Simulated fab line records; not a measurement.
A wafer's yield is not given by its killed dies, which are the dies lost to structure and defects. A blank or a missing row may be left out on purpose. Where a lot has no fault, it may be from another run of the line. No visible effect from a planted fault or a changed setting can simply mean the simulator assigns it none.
fab line records	flow n5Finfet
record lots=11	wafers=33	lastDay=16
route steps=1938 shown BEOL_M6@1258 BEOL_M7@1265
lots untouched by any fault: they come from a run of this same line in which no faults occurred
startH: start of the lot's first displayed wafer, in hours after the record's first day	waitH: hours from the lot's prior step to this one	" the same as in the row above	L1.1+2: a single row standing in for several wafers	- value missing, or start not given	* or withheld: withheld	< > ~ a bound
route shown NAME@n: NAME is a module with steps in the file, n the number in the route of the first one	usual: mean/standard deviation taken from wafers without a fault	same: alike in all rows	chamber/n: place in a boat	sites: each site's reading	_std_site: their standard deviation	_edge_site: outer sites' mean less inner sites'	radiusMm: how far each site lies from the wafer's centre	mask NAME#n: copy n	behind: tool/chamber where the wafer was last shaped	hold: reason for holding the lot/hours on hold/outcome of the hold	device: names the non-switching transistor (n, p or np)	end of line: tests run on the same wafers once the route is complete	for a step that has no rows: nothing shown but its recipe	killed: not the wafer's yield, but the dies lost to structure and defects at the first sort	map: dies across one wafer; x = killed, . = not, _ = none there
set.NAME: the setting that was run; set.NAME@STEP: the one run at that earlier step	model.NAME: the simulator's own value behind a step, which no gauge read
a sample of lots followed through the steps of the route, with each step as a table and each wafer as a row
services: the hour from which a tool's chamber was out of use, counted from the record's first day as startH (under 0 if before that day), plus the number of hours and why
## steps
# step N5_BEOL_M6_THK_MEAS_53
# recipe thkMeasGauge=xrf	reads=Cu_of_BEOL_M6_ECD_50
# usual M6_THK=80.4/1.7
lot.wafer	tool	chamber	startH	waitH	M6_THK[nm]
L485.2	filmMetro-02	-	183.73	-	80.3
L485.3	"	-	"	"	81.7
L485.5	"	-	"	"	80.6
L487.2	filmMetro-02	-	193.67	-	81.2
L487.4	"	-	"	"	81.1
L487.5	"	-	"	"	81.5
L489.1	filmMetro-01	-	217.77	-	76.2
L489.3	"	-	"	"	77.8
L489.5	"	-	"	"	75.5
L492.1	filmMetro-01	-	234.87	-	79.2
L492.2	"	-	"	"	78.1
L492.5	"	-	"	"	78.2
L495.1	filmMetro-02	-	259.95	-	80.6
L495.3	"	-	"	"	79.9
L495.4	"	-	"	"	79.7
L496.3	filmMetro-02	-	284.11	-	79.9
L496.4	"	-	"	"	79.4
L496.6	"	-	"	"	79.6
L497.1	filmMetro-02	-	284.70	-	82.0
L497.2	"	-	"	"	79.6
L497.6	"	-	"	"	80.7
L499.1	filmMetro-02	-	285.52	-	83.8
L499.3	"	-	"	"	83.2
L499.5	"	-	"	"	81.2
L500.3	filmMetro-02	-	293.50	-	79.3
L500.5	"	-	"	"	80.3
L500.6	"	-	"	"	80.2
L502.1	filmMetro-02	-	308.17	-	79.9
L502.2	"	-	"	"	80.7
L502.4	"	-	"	"	78.6
L503.1	filmMetro-01	-	308.18	-	80.5
L503.2	"	-	"	"	80.5
L503.6	"	-	"	"	80.5
# step N5_BEOL_M7_THK_MEAS_01
# recipe reads=SiCOH_lowk_of_BEOL_M7_ILD_DEP_00
# usual M7_ILD_THK=154.6/1.8
lot.wafer	tool	chamber	startH	waitH	M7_ILD_THK[nm]
L485.2	filmMetro-02	-	184.53	0.4	153.1
L485.3	"	-	"	"	153.1
L485.5	"	-	"	"	155.4
L487.2	filmMetro-02	-	194.56	0.4	154.3
L487.4	"	-	"	"	155.4
L487.5	"	-	"	"	157.9
L489.1	filmMetro-02	-	218.58	0.4	152.7
L489.3	"	-	"	"	153.8
L489.5	"	-	"	"	153.4
L492.1	filmMetro-02	-	236.69	0.4	150.8
L492.2	"	-	"	"	153.6
L492.5	"	-	"	"	156.4
L495.1	filmMetro-01	-	260.73	0.4	154.5
L495.3	"	-	"	"	156.2
L495.4	"	-	"	"	158.1
L496.3	filmMetro-01	-	284.90	0.3	156.3
L496.4	"	-	"	"	157.4
L496.6	"	-	"	"	158.4
L497.1	filmMetro-01	-	285.51	0.4	152.8
L497.2	"	-	"	"	152.1
L497.6	"	-	"	"	153.7
L499.1	filmMetro-01	-	286.34	0.4	152.2
L499.3	"	-	"	"	154.5
L499.5	"	-	"	"	152.8
L500.3	filmMetro-02	-	294.28	0.3	152.5
L500.5	"	-	"	"	155.8
L500.6	"	-	"	"	155.6
L502.1	filmMetro-01	-	308.94	0.4	154.6
L502.2	"	-	"	"	154.2
L502.4	"	-	"	"	154.2
L503.1	filmMetro-02	-	309.09	0.4	153.5
L503.2	"	-	"	"	154.2
L503.6	"	-	"	"	155.3
# step N5_BEOL_M7_HM_DEP_02
# recipe material=TiN	targetThkA=200	tempC=25	chamberPressurePa=0.49996
# usual substrateTempC=25.00/0.12	throttleValvePct=29.7/1.1
lot.wafer	tool	chamber	startH	waitH	substrateTempC	throttleValvePct
L485.2	pvdSputter-03	-	186.76	2.2	24.76	29.2
L485.3	"	-	"	"	25.05	29.8
L485.5	"	-	"	"	25.03	29.4
L487.2	pvdSputter-03	-	196.44	1.8	24.92	29.0
L487.4	"	-	"	"	24.97	32.1
L487.5	"	-	"	"	25.09	29.8
L489.1	pvdSputter-01	-	219.36	0.7	24.91	30.4
L489.3	"	-	"	"	24.97	29.4
L489.5	"	-	"	"	24.83	28.7
L492.1	pvdSputter-02	-	236.79	0.0	24.84	29.8
L492.2	"	-	"	"	24.75	29.0
L492.5	"	-	"	"	24.98	29.7
L495.1	pvdSputter-02	-	261.48	0.7	25.03	28.5
L495.3	"	-	"	"	25.00	30.0
L495.4	"	-	"	"	24.86	29.8
L496.3	pvdSputter-01	-	286.74	1.8	24.91	29.7
L496.4	"	-	"	"	24.84	30.1
L496.6	"	-	"	"	25.33	30.2
L497.1	pvdSputter-02	-	287.30	1.7	25.21	29.9
L497.2	"	-	"	"	24.96	28.9
L497.6	"	-	"	"	24.91	29.9
L499.1	pvdSputter-02	-	287.80	1.4	25.11	29.7
L499.3	"	-	"	"	24.95	27.6
L499.5	"	-	"	"	25.02	29.9
L500.3	pvdSputter-03	-	294.82	0.5	24.91	29.5
L500.5	"	-	"	"	25.15	29.8
L500.6	"	-	"	"	25.04	32.2
L502.1	pvdSputter-01	-	309.34	0.3	24.76	30.1
L502.2	"	-	"	"	24.92	29.6
L502.4	"	-	"	"	24.93	29.8
L503.1	pvdSputter-03	-	309.49	0.3	24.96	29.6
L503.2	"	-	"	"	24.89	29.7
L503.6	"	-	"	"	25.03	29.8
# step N5_BEOL_M7_ETCH_62
# recipe chemistry=N2/H2	target=SOC	targetDepthA=1100	overetchA=220	maskMaterial=SiARC	tempC=40	timeS=165	ionEnergyEv=200	pressureMtorr=30	sourceW=840	biasW=150	n2FlowSccm=200	h2FlowSccm=200
# usual drypumpMotorCurrentA=5.8/0.38	oesProductAu=0.64/0.044	rfFwdPowerW=837.6/2.6	rfVppV=524.4/2.1	showerheadPlenumPTorr=2.56/0.07	throttleValvePct=17.93/0.15
lot.wafer	tool	chamber	startH	waitH	drypumpMotorCurrentA	oesProductAu	rfFwdPowerW	rfHoursCounterH	rfVppV	showerheadPlenumPTorr	throttleValvePct
L485.2	rieDiel-05	1	187.38	0.0	5.8	0.62	843.2	169	526.7	2.64	17.87
L485.3	"	2	"	"	5.7	0.62	839.0	201	526.9	2.62	18.05
L485.5	"	0	"	"	5.3	0.69	837.6	-	524.5	2.57	18.14
L487.2	rieDiel-03	0	197.06	0.0	6.4	0.62	834.0	209	524.1	2.51	17.85
L487.4	"	3	"	"	5.6	0.59	842.2	213	522.9	2.52	17.94
L487.5	"	2	"	"	5.5	0.62	842.5	-	523.3	2.52	17.69
L489.1	rieDiel-05	2	219.92	0.0	5.7	0.61	840.4	212	525.8	2.62	18.06
L489.3	"	1	"	"	5.8	0.62	837.7	179	526.7	2.64	17.89
L489.5	"	2	"	"	5.7	0.61	837.7	-	525.2	2.62	18.08
L492.1	rieDiel-03	3	237.34	0.0	5.6	0.58	834.8	226	522.7	2.51	17.97
L492.2	"	2	"	"	5.4	0.62	840.0	197	523.6	2.52	17.72
L492.5	"	2	"	"	5.4	0.62	838.6	-	524.0	2.52	17.69
L495.1	rieDiel-03	3	262.20	0.0	5.6	0.58	837.9	234	521.3	2.51	17.98
L495.3	"	2	"	"	5.4	0.61	836.5	204	523.1	2.52	17.72
L495.4	"	0	"	"	6.4	0.61	840.5	228	524.2	2.50	17.87
L496.3	rieDiel-05	2	287.42	0.0	5.7	0.61	834.5	230	526.1	2.61	18.08
L496.4	"	0	"	"	5.2	0.66	840.0	118	524.3	2.55	18.19
L496.6	"	0	"	"	5.2	0.66	838.9	-	526.3	2.55	18.19
L497.1	rieDiel-04	3	287.98	0.0	6.5	0.59	833.5	200	523.1	2.52	17.87
L497.2	"	1	"	"	6.2	0.63	837.1	176	522.3	2.53	18.11
L497.6	"	2	"	"	6.5	0.60	834.4	-	523.7	2.52	17.91
L499.1	rieDiel-05	2	288.75	0.0	5.7	0.60	833.9	230	524.4	2.61	18.08
L499.3	"	0	"	"	5.3	0.65	838.4	119	524.1	2.55	18.18
L499.5	"	3	"	"	5.8	0.68	837.1	-	527.7	2.69	17.92
L500.3	rieDiel-05	0	295.49	0.0	5.3	0.65	1042.3	121	487.8	2.55	18.20
L500.5	"	0	"	"	5.3	0.65	1036.2	-	487.1	2.55	18.21
L500.6	"	1	"	"	5.9	0.60	1043.6	-	490.7	2.63	17.95
L502.1	rieDiel-05	1	310.01	0.0	5.8	0.60	1036.1	205	488.9	2.63	17.94
L502.2	"	2	"	"	5.7	0.60	1039.4	237	490.1	2.61	18.11
L502.4	"	0	"	"	5.3	0.65	1033.9	125	487.3	2.55	18.22
L503.1	rieDiel-04	0	310.20	0.0	5.4	0.69	835.8	98	528.5	2.68	17.70
L503.2	"	3	"	"	6.5	0.59	838.4	206	523.6	2.52	17.88
L503.6	"	1	"	"	6.2	0.61	835.4	-	523.4	2.53	18.12
## services
tool	chamber	startH	hours	kind
pvdSputter-02	-	174.26	5.0	repair
rieDiel-03	1	235.73	2.8	repair
rieDiel-03	-	252.66	2.8	pm
rieDiel-04	3	264.39	11.2	repair
rieDiel-04	0	290.08	9.8	repair
rieDiel-03	3	308.45	5.8	repair
## key
firstSign step=N5_BEOL_M7_ETCH_62	reading=rfFwdPowerW	direction=up	sigmas=76	usual=*	struck=*
effect step=N5_BEOL_M7_ETCH_62	reading=rfVppV	direction=down	sigmas=17	usual=524.4	struck=488.6
metAt N5_BEOL_M7_ETCH_62
struckLots L500,L502
notActingAt N5_BEOL_M6_THK_MEAS_53,N5_BEOL_M7_THK_MEAS_01,N5_BEOL_M7_HM_DEP_02
onsetBetween 288.75 295.49
fault kind=processParameterDrift	tool=rieDiel-05	chamber=-	onsetH=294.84	steps=N5_BEOL_M7_ETCH_62	channel=sourceW	offset=201.6	shape=step	endH=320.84	actsIn=theseRecipesOnly	stated=840
